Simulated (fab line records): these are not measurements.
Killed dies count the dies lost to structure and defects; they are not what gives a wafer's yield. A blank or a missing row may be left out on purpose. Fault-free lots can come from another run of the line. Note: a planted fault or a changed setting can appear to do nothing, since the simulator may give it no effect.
Chamber matching :: flow n5 finfet :: 3 sister chambers for N5_BEOL_M10_ILD_DEP_00 on pecvd-03
The step deposits SiCOH lowk from DEMS/porogen, target thk 308.51 nm, time 58 s. 3 wafers are shown with their chamber, then 7 later ones without.

== WAFERS, EACH WITH ITS CHAMBER ==
wafer: L081.3
chamber: 0
heater power w (W): 280

wafer: L079.1
chamber: 2
heater power w (W): 363

wafer: L079.3
chamber: 1
heater power w (W): 190

== WAFERS WHOSE CHAMBER IS MISSING ==
wafer: L079.6
heater power w (W): 299

wafer: L084.2
heater power w (W): 358

wafer: L084.3
heater power w (W): 269

wafer: L084.5
heater power w (W): 275

wafer: L088.1
heater power w (W): 220

wafer: L088.3
heater power w (W): 368

wafer: L088.5
heater power w (W): 365

== WHICH CHAMBER EACH WENT THROUGH ==
wafer: L079.6
from the rows above: 0
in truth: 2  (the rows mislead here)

wafer: L084.2
from the rows above: 2
in truth: 2

wafer: L084.3
from the rows above: 0
in truth: 0

wafer: L084.5
from the rows above: 0
in truth: 0

wafer: L088.1
from the rows above: 1
in truth: 1

wafer: L088.3
from the rows above: 2
in truth: 2

wafer: L088.5
from the rows above: 2
in truth: 2
Correct placement for 6 of the 7. From these rows, 0 cannot be placed. Wrongly placed: 1.
How it was worked out, from the rows above alone: a wafer's distance from a chamber is the root of the sum, over the readings, of the square of ((its reading less the chamber's mean) divided by the reading's scatter). If the next closest chamber is less than 2 further off than the closest, the wafer can't be placed; otherwise it belongs to the closest. Each chamber's mean is taken over the wafers shown for it. The scatter (one wafer shown for each chamber): square how far every hidden wafer sits from the nearest shown wafer, average those squares and take the square root.
